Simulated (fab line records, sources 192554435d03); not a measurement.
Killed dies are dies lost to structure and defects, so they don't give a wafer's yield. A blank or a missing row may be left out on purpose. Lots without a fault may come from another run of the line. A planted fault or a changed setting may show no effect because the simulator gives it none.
Chamber matching | flow n5_finfet | N5_BEOL_M2_DESCUM_33 on rie_diel-01: 4 sister chambers
The step chemistry O2, time 7 s. 22 wafers are shown with their chamber, then 11 later ones without.

WAFERS WITH THEIR CHAMBER
wafer  | chamber | drypump_motor_current_A (A) | showerhead_plenum_p_Torr (Torr) | throttle_valve_pct (%)
L074.2 | 0       | 5.6                         | 2.08                            | 20.61
L074.3 | 1       | 5.8                         | 2.06                            | 20.60
L074.5 | 2       | 5.1                         | 2.20                            | 20.68
L078.1 | 3       | 6.5                         | 2.23                            | 20.17
L078.2 | 2       | 5.1                         | 2.20                            | 20.69
L078.4 | 0       | 5.6                         | 2.07                            | 20.63
L079.1 | 0       | 5.6                         | 2.07                            | 20.63
L079.2 | 2       | 5.1                         | 2.20                            | 20.70
L079.5 | 3       | 6.5                         | 2.23                            | 20.17
L080.2 | 2       | 5.1                         | 2.19                            | 20.71
L080.3 | 3       | 6.5                         | 2.22                            | 20.17
L080.4 | 1       | 5.8                         | 2.06                            | 20.24
L082.1 | 3       | 6.5                         | 2.22                            | 20.19
L082.3 | 2       | 5.1                         | 2.19                            | 20.68
L082.6 | 2       | 5.1                         | 2.19                            | 20.71
L084.2 | 3       | 6.5                         | 2.22                            | 20.18
L084.5 | 3       | 6.5                         | 2.22                            | 20.20
L084.6 | 0       | 5.6                         | 2.07                            | 20.66
L085.1 | 0       | 5.6                         | 2.07                            | 20.66
L085.4 | 2       | 5.1                         | 2.19                            | 20.73
L085.5 | 3       | 6.5                         | 2.22                            | 20.18
L086.2 | 1       | 5.7                         | 2.05                            | 20.24

SIGNATURES (means of the wafers above)
reading                  | chamber 0 | chamber 1 | chamber 2 | chamber 3 | scatter within a chamber
drypump_motor_current_A  | 5.600     | 5.767     | 5.100     | 6.500     | 0.0192
showerhead_plenum_p_Torr | 2.0720    | 2.0567    | 2.1943    | 2.2229    | 0.00506
throttle_valve_pct       | 20.6380   | 20.3600   | 20.7000   | 20.1800   | 0.0711
Rule: a wafer's distance from a chamber is the root of the sum, over the readings, of the square of ((its reading less the chamber's mean) divided by the reading's scatter). The wafer belongs to the nearest chamber; if the next one is less than 2 further off, it can't be placed. The scatter: the root of (the sum of the squares of (reading less its chamber's mean) over the shown wafers, divided by (wafers less chambers)).

WAFERS WITHOUT THEIR CHAMBER
wafer  | drypump_motor_current_A (A) | showerhead_plenum_p_Torr (Torr) | throttle_valve_pct (%)
L086.4 | 5.1                         | 2.19                            | 20.72
L086.6 | 5.6                         | 2.07                            | 20.65
L091.3 | 5.6                         | 2.06                            | 20.68
L091.4 | 6.5                         | 2.22                            | 20.21
L091.6 | 5.1                         | 2.19                            | 20.72
L094.2 | 5.8                         | 2.05                            | 20.28
L094.3 | 5.1                         | 2.18                            | 20.73
L094.4 | 6.5                         | 2.21                            | 20.23
L096.1 | 6.5                         | 2.21                            | 20.23
L096.2 | 5.6                         | 2.06                            | 20.69
L096.6 | 5.6                         | 2.06                            | 20.70

WHICH CHAMBER EACH WENT THROUGH
wafer  | from the rows above | in truth
L086.4 | 2                   | 2
L086.6 | 0                   | 0
L091.3 | 0                   | 0
L091.4 | 3                   | 3
L091.6 | 2                   | 2
L094.2 | 1                   | 1
L094.3 | 2                   | 2
L094.4 | 3                   | 3
L096.1 | 3                   | 3
L096.2 | 0                   | 0
L096.6 | 0                   | 0
Placed correctly: 11 of 11. Can't be placed from these rows: 0. Placed wrongly: 0.
